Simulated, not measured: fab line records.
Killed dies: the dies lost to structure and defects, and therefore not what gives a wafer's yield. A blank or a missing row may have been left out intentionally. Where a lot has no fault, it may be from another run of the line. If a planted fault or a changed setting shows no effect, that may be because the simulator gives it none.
Chamber matching + flow n5-finfet + cmp-04 running N5_PMOS_HMC_CHANNEL_EPI_CMP_21: 4 sister chambers
The step polishes SiGe30, target thk 54 nm. 4 wafers are shown with their chamber, then 12 later ones without.

WAFERS, EACH WITH ITS CHAMBER
| wafer  | chamber | motor-current-A (A) |
|--------|---------|---------------------|
| L092.5 | 1       | 14.9                |
| L093.3 | 0       | 11.5                |
| L093.4 | 3       | 10.5                |
| L093.6 | 2       | 15.2                |

WAFERS WHOSE CHAMBER IS MISSING
| wafer  | motor-current-A (A) |
|--------|---------------------|
| L094.1 | 11.5                |
| L094.4 | 11.2                |
| L094.5 | 14.7                |
| L095.1 | 14.5                |
| L095.4 | 14.6                |
| L095.6 | 11.2                |
| L096.3 | 10.8                |
| L096.5 | 14.9                |
| L096.6 | 11.9                |
| L097.1 | 14.7                |
| L097.2 | 10.9                |
| L097.5 | 15.0                |

EACH ONE'S CHAMBER
| wafer  | from the rows above     | in truth |
|--------|-------------------------|----------|
| L094.1 | 0                       | 0        |
| L094.4 | can't be placed: 0 or 3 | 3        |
| L094.5 | can't be placed: 1 or 2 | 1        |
| L095.1 | can't be placed: 1 or 2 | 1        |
| L095.4 | can't be placed: 1 or 2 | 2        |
| L095.6 | can't be placed: 0 or 3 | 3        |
| L096.3 | can't be placed: 3 or 0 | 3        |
| L096.5 | can't be placed: 1 or 2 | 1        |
| L096.6 | 0                       | 0        |
| L097.1 | can't be placed: 1 or 2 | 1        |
| L097.2 | can't be placed: 3 or 0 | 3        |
| L097.5 | can't be placed: 1 or 2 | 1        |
Correct placement for 2 of the 12. Unplaceable from these rows: 10, with the true chamber sitting among the candidates in 10. Placed wrongly: 0.
How it was worked out, from the rows above alone: a wafer's distance from a chamber is the root of the sum, over the readings, of the square of ((its reading less the chamber's mean) divided by the reading's scatter). The wafer belongs to the nearest chamber; if the next one is less than 2 further off, it can't be placed. For every chamber, the mean is computed from those of its wafers that are shown. The scatter: with one shown wafer a chamber, the root of the mean of the squares of how far each hidden wafer lies from its nearest shown one.
